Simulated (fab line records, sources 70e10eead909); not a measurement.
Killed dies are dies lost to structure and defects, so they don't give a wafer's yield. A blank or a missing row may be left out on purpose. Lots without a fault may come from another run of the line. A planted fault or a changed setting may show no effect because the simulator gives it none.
Chamber matching | flow nand_harc | NHARC_A_STAIRCASE_DESCUM_11 on rie_diel-01: 4 sister chambers
The step chemistry O2, time 3 s. 22 wafers are shown with their chamber, then 11 later ones without.

WAFERS WITH THEIR CHAMBER
wafer  | chamber | drypump_motor_current_A (A) | showerhead_plenum_p_Torr (Torr) | rf_vpp_V (V)
L074.3 | 1       | 6.1                         | 1.88                            | 56.9
L074.4 | 3       | 5.7                         | 2.05                            | 58.5
L074.5 | 1       | 6.1                         | 1.89                            | 57.8
L078.2 | 1       | 6.1                         | 1.88                            | 57.7
L078.4 | 3       | 5.6                         | 2.04                            | 57.4
L078.5 | 2       | 5.9                         | 2.06                            | 58.7
L078.1 | 0       | 4.7                         | 1.92                            | 57.6
L078.3 | 2       | 5.8                         | 2.06                            | 59.7
L078.6 | 1       | 6.1                         | 1.88                            | 58.0
L079.1 | 2       | 5.8                         | 2.05                            | 58.6
L079.3 | 0       | 4.8                         | 1.91                            | 57.6
L079.4 | 1       | 6.1                         | 1.88                            | 57.6
L087.1 | 1       | 6.1                         | 1.87                            | 58.3
L087.4 | 2       | 5.9                         | 2.05                            | 58.6
L087.5 | 1       | 6.1                         | 1.87                            | 58.6
L089.4 | 3       | 5.6                         | 2.03                            | 58.6
L089.5 | 0       | 4.7                         | 1.91                            | 58.0
L089.6 | 3       | 5.6                         | 2.03                            | 58.5
L088.1 | 0       | 4.7                         | 1.91                            | 58.2
L088.4 | 2       | 5.9                         | 2.04                            | 57.6
L088.5 | 1       | 6.1                         | 1.87                            | 57.7
L088.2 | 3       | 5.6                         | 2.03                            | 57.6

SIGNATURES (means of the wafers above)
reading                  | chamber 0 | chamber 1 | chamber 2 | chamber 3 | scatter within a chamber
drypump_motor_current_A  | 4.725     | 6.100     | 5.860     | 5.620     | 0.0391
showerhead_plenum_p_Torr | 1.9125    | 1.8775    | 2.0520    | 2.0360    | 0.00755
rf_vpp_V                 | 57.850    | 57.825    | 58.640    | 58.120    | 0.557
Rule: a wafer's distance from a chamber is the root of the sum, over the readings, of the square of ((its reading less the chamber's mean) divided by the reading's scatter). The wafer belongs to the nearest chamber; if the next one is less than 2 further off, it can't be placed. The scatter: the root of (the sum of the squares of (reading less its chamber's mean) over the shown wafers, divided by (wafers less chambers)).

WAFERS WITHOUT THEIR CHAMBER
wafer  | drypump_motor_current_A (A) | showerhead_plenum_p_Torr (Torr) | rf_vpp_V (V)
L088.3 | 6.1                         | 1.87                            | 57.4
L088.6 | 4.7                         | 1.91                            | 58.4
L090.1 | 5.6                         | 2.03                            | 58.4
L090.3 | 5.9                         | 2.04                            | 58.3
L090.5 | 5.8                         | 2.04                            | 57.3
L093.1 | 5.7                         | 2.03                            | 58.8
L093.2 | 4.7                         | 1.90                            | 57.8
L093.5 | 6.1                         | 1.87                            | 58.0
L096.2 | 6.1                         | 1.87                            | 57.0
L096.4 | 5.7                         | 2.02                            | 58.1
L096.6 | 6.0                         | 1.87                            | 57.3

WHICH CHAMBER EACH WENT THROUGH
wafer  | from the rows above     | in truth
L088.3 | 1                       | 1
L088.6 | 0                       | 0
L090.1 | 3                       | 3
L090.3 | 2                       | 2
L090.5 | can't be placed: 2 or 3 | 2
L093.1 | 3                       | 3
L093.2 | 0                       | 0
L093.5 | 1                       | 1
L096.2 | 1                       | 1
L096.4 | 3                       | 3
L096.6 | 1                       | 1
Placed correctly: 10 of 11. Can't be placed from these rows: 1 (the true chamber is among the candidates in 1). Placed wrongly: 0.
